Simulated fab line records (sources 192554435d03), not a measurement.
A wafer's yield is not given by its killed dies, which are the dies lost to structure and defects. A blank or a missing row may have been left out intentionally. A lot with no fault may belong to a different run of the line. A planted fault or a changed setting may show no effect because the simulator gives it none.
Split-lot trial -- flow n5 finfet -- 39 wafers read from 7 lots, route of 1938 steps

## THE SPLIT ITSELF
At N5_DUMMY_GATE_ETCH_31 (etches SiO2 in C4F6/O2, target depth 82.5 nm, time 27.5 s), the setting target depth a was moved away from the recipe's 825 angstrom on 15 of the 39 wafers read, by -12.0% to +11.4%. The other wafers ran this setting at the recipe's value.

The reading comes from the split's own step.

## THE READING
SOC_of_DUMMY_GATE_COAT_34.thk nm (the simulator's own value, which no gauge read), in nm, at N5_DUMMY_GATE_ETCH_31 (etches SiO2 in C4F6/O2, target depth 82.5 nm, time 27.5 s). There is no usual value for it anywhere in the file. Average 51.8 nm, standard deviation 0.19 nm, over the 24 wafers here run with the recipe.

wafer,"tool, chamber at the split","target depth a as run, angstrom",against the recipe,"SOC_of_DUMMY_GATE_COAT_34.thk nm, nm",against lot-mates on the recipe
L078.1,"rie diel-01, 2",825,recipe,52,-
L078.2,"rie diel-01, 3",825,recipe,51.8,-
L078.3,"rie diel-01, 1",872.5,+5.8%,51.4,-0.5
L078.4,"rie diel-01, 0",872.5,+5.8%,51.2,-0.7
L078.5,"rie diel-01, 3",825,recipe,52,-
L078.6,"rie diel-01, 2",872.5,+5.8%,51.2,-0.7
L079.1,"rie diel-06, 0",857.7,+4.0%,51,-0.5
L079.2,"rie diel-06, 3",857.7,+4.0%,51.4,-0.1
L079.3,"rie diel-06, 2",825,recipe,51.6,-
L079.4,"rie diel-06, 2",857.7,+4.0%,51.2,-0.3
L079.5,"rie diel-06, 0",825,recipe,51.4,-
L079.6,"rie diel-06, 3",825,recipe,51.6,-
L085.1,"rie diel-06, 2",825,recipe,51.8,-
L085.2,"rie diel-06, 0",825,recipe,51.6,-
L085.3,"rie diel-06, 1",725.7,-12.0%,52.4,+0.7
L085.4,"rie diel-06, 3",725.7,-12.0%,52.8,+1.1
L085.5,"rie diel-06, 2",725.7,-12.0%,52.8,+1.1
L085.6,"rie diel-06, 3",825,recipe,51.6,-
L086.1,"rie diel-06, 2",825,recipe,52,-
L086.2,"rie diel-06, 3",918.9,+11.4%,51,-0.9
L086.3,"rie diel-06, 1",918.9,+11.4%,50.8,-1.1
L086.4,"rie diel-06, 0",918.9,+11.4%,50.6,-1.3
L086.5,"rie diel-06, 3",825,recipe,51.8,-
L086.6,"rie diel-06, 2",825,recipe,51.8,-
L090.1,"rie diel-06, 2",825,recipe,52,-
L090.2,"rie diel-06, 3",825,recipe,52.2,-
L090.3,"rie diel-06, 0",825,recipe,51.8,-
L090.4,"rie diel-06, 1",825,recipe,51.8,-
L090.5,"rie diel-06, 3",825,recipe,52,-
L090.6,"rie diel-06, 2",825,recipe,52,-
L093.1,"rie diel-01, 1",825,recipe,51.8,-
L093.2,"rie diel-01, 0",825,recipe,51.8,-
L093.6,"rie diel-01, 0",825,recipe,51.6,-
L097.1,"rie diel-01, 1",825,recipe,51.8,-
L097.2,"rie diel-01, 3",825,recipe,51.6,-
L097.3,"rie diel-01, 0",825,recipe,51.6,-
L097.4,"rie diel-01, 2",732.6,-11.2%,52.6,+0.9
L097.5,"rie diel-01, 3",732.6,-11.2%,52.6,+0.9
L097.6,"rie diel-01, 2",732.6,-11.2%,52.6,+0.9

FIT RESULTS
A straight line over all 39 wafers: SOC_of_DUMMY_GATE_COAT_34.thk nm changes by -0.081 nm for each +1% of target depth a; r = -0.93; the points scatter about the line by 0.19 nm.
The same after taking each lot's own level away (the mean of its wafers on the recipe; 39 wafers): -0.0888 nm for each +1%; r = -0.97; scatter 0.13 nm.
That fit puts the effect of the largest move of target depth a on the reading at 1.1 nm.
Measured against the standard deviation above, the lots' own levels, which go from 51.53 to 51.97 nm, span 2.3 times it.
Consequently the slope shifts little with the lot-to-lot level, the two slopes agreeing.
Check: with one of the wafers moved furthest among these (-12.0%) left out of the fit, the line predicts +1.09 nm for it against its lot-mates. It came out at +0.733 nm against them.

## FURTHER SPLITS ON THESE WAFERS
Note: prior to the reading, these wafers also went through further splits. Each is held against what the fit with the lots' levels taken away leaves over:
other split on the same wafers,wafers away from the commonest value,r with SOC_of_DUMMY_GATE_COAT_34.thk nm (lot level and that fit taken away)
N5_FIN_SAQP_HM_DEP_72 time s,18,+0.01

## THE WHOLE CHAIN: every reading that the file lists as answering this split, in the file's order
step,what it does,reading,change (the file's fit),r (the file's)
N5_DUMMY_GATE_ETCH_31,"etches SiO2 in C4F6/O2, target depth 82.5 nm, time 27.5 s","etch.depth nm (the simulator's own value, which no gauge read)",+0.862 nm for each +1% of the setting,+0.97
N5_DUMMY_GATE_ETCH_31,"etches SiO2 in C4F6/O2, target depth 82.5 nm, time 27.5 s","SOC_of_DUMMY_GATE_COAT_34.thk nm (the simulator's own value, which no gauge read)",-0.0887 nm for each +1% of the setting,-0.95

## FILE'S OWN FIT
SOC_of_DUMMY_GATE_COAT_34.thk nm changes by -0.0887 nm for each +1% of target depth a, r = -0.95.
